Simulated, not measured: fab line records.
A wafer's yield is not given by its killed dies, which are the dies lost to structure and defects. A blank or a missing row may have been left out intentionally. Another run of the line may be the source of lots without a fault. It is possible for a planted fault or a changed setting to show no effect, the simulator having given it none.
Matching of chambers -- flow n5 finfet -- 3 sister chambers for N5_BEOL_M15_DEP_53 on pecvd-03
The step deposits SiCN from 3MS/NH3, target thk 50 nm, time 17.8 s. 3 wafers are shown with their chamber, then 7 later ones without.

== EACH WAFER AND ITS CHAMBER ==
wafer,chamber,throttle valve pct (%)
L633.2,1,17.1
L635.3,0,18.5
L635.4,2,17.2

== WAFERS MISSING THEIR CHAMBER ==
wafer,throttle valve pct (%)
L635.5,18.4
L642.1,17.4
L642.3,16.7
L642.6,17.1
L643.1,17.0
L643.3,17.1
L643.6,17.3

== WHICH CHAMBER EACH ONE RAN IN ==
wafer,from the rows above,in truth
L635.5,0,0
L642.1,can't be placed: 2 or 1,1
L642.3,can't be placed: 1 or 2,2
L642.6,can't be placed: 1 or 2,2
L643.1,can't be placed: 1 or 2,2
L643.3,can't be placed: 1 or 2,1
L643.6,can't be placed: 2 or 1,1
Placed correctly: 1 of 7. Cannot be placed on the basis of these rows: 6; the candidates contain the true chamber in 6. 0 placed wrongly.
How it was worked out, from the rows above alone: a wafer's distance from a chamber is the root of the sum, over the readings, of the square of ((its reading less the chamber's mean) divided by the reading's scatter). The wafer belongs to the nearest chamber; if the next one is less than 2 further off, it can't be placed. For every chamber, the mean is computed from those of its wafers that are shown. The scatter: root of mean squared gap, hidden wafer to nearest shown wafer, with one shown wafer a chamber.
